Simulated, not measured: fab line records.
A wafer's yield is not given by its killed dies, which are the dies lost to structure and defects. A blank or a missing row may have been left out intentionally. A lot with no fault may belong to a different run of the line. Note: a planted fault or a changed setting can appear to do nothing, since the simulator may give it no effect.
Comparing a struck lot with a sound one ; flow n5 finfet ; 17 out of 1938 route steps
Sound: these wafers, L152.3, L152.4, L152.6. Struck: wafers L156.1, L156.4 (left out: L156.5, a lot-mate that was not struck); the cause follows at the end.
For every step that has rows: the tool of each side, followed by ch and its chambers, followed by its first start. Under that, the readings that differ: sound wafers ; struck wafers ; difference of the means ; sigmas: that difference in standard deviations of wafers without a fault.
alike: readings with means less than 2 such deviations apart, plus words and numbers identical on both sides. not compared: withheld readings, readings lacking a value on some wafer, bounds such as >300 that could conceal the same value, and numbers that have no deviation in the record and whose values overlap.
The two part at a step that has a row with sigmas, a row that says differs or no value, or rows on one side only. Numbers that have no deviation but don't overlap get no sigmas and don't part them. Lack of a reading on every wafer of one side parts them only where that side has two or more wafers.

first, 8 steps without rows for these wafers: N5_PASSIVATION_HMDS_03 (time 60 s); N5_PASSIVATION_COAT_04; N5_PASSIVATION_EBR_06; N5_PASSIVATION_SOFTBAKE_05 (time 90 s); N5_PASSIVATION_EXPOSE_07 (exposes mask TV, defocus 0 nm, target cd 3000 nm); N5_PASSIVATION_PEB_08; N5_PASSIVATION_DEVELOP_09 (develop time 60 s); N5_PASSIVATION_HARDBAKE_11 (time 120 s).
N5_PASSIVATION_CD_MEAS_10 targets a cd of 3000 nm.
  sound on cd sem-03 ch 0, day 15 10:59; struck on cd sem-02 ch 0, day 16 18:47
  alike: cd nm
N5_PASSIVATION_OVL_MEAS_60:
  sound on overlay-01 ch 0, day 15 11:01; struck on overlay-02 ch 0, day 16 18:49
  alike: TV_OVL
N5_PASSIVATION_INSPECT_61: inspects for defects (macro).
  sound on defect inspect-02 at day 15 11:02; struck on defect inspect-02 at day 16 18:50
  alike: raw defect count
N5_PASSIVATION_DESCUM_12: chemistry O2, time 7.9 s.
  sound on rie diel-01 ch 2,3, day 15 11:04; struck on rie diel-01 ch 0,2, day 16 18:52
  alike: drypump motor current A, oes product au, rf vpp V, showerhead plenum p Torr, throttle valve pct
  not compared: rf hours counter h
N5_PASSIVATION_PASS_ETCH_74: etches SiNx in CF4/O2, target depth 220 nm, time 110 s.
  sound on rie diel-01 ch 2,3, day 15 11:08; struck on rie diel-01 ch 0,2, day 16 18:56
reading;sound;struck;difference;sigmas
oes product au (a.u.);0.68 0.68 0.68;1.04 0.95;+0.31;+4
model.etch.depth nm (nm);211.7 220.3 218.1;367.2 351.5;+142.7;
model.TV_OPEN.cd offset nm (nm);0.6 0.4 0.4;-6.4 -5.6;-6.5;
  alike: bias w, drypump motor current A, rf vpp V, showerhead plenum p Torr, throttle valve pct
  not compared: rf hours counter h, model.coat_of_PASSIVATION_COAT_04.thk nm
N5_PASSIVATION_VIA_ETCH_13: etches SiO2 in CHF3/O2, target depth 660 nm, time 330 s.
  sound on rie diel-01 ch 2,3, day 15 11:14; struck on rie diel-01 ch 0,2, day 16 19:01
  alike: bias w, drypump motor current A, etch rf on time s, oes product au, rf vpp V, showerhead plenum p Torr, throttle valve pct
  not compared: rf hours counter h, model.coat_of_PASSIVATION_COAT_04.thk nm
N5_PASSIVATION_STRIP_14: strips in O2.
  sound on rie diel-01 ch 2,3, day 15 11:25; struck on rie diel-01 ch 0,2, day 16 19:13
  alike: drypump motor current A, oes product au, rf vpp V, showerhead plenum p Torr, throttle valve pct
  not compared: rf hours counter h
N5_PASSIVATION_ETCH_15: etches SiCN in CF4/N2, target depth 75 nm, time 81.2 s.
  sound on rie diel-01 ch 2,3; struck on rie diel-01 ch 0,2
reading;sound;struck;difference;sigmas
model.TV_OPEN.cd offset nm (nm);3.2 2 2.2;-4.8 -3.2;-6.5;
  alike: bias w, drypump motor current A, oes product au, rf vpp V, showerhead plenum p Torr, throttle valve pct
  not compared: rf hours counter h
then, 1 step without rows for these wafers: N5_PASSIVATION_STRIP_73 (strips in post etch residue remover, time 60 s).

WHERE THEY PART
Within this record, at N5_PASSIVATION_PASS_ETCH_74 only. Later steps at which nothing parts them and some readings are alike: N5_PASSIVATION_VIA_ETCH_13, N5_PASSIVATION_STRIP_14, N5_PASSIVATION_ETCH_15.

WHY: what the simulator had put in
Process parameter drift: rie diel-01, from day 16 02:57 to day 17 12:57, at N5_PASSIVATION_PASS_ETCH_74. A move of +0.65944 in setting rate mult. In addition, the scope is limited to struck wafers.
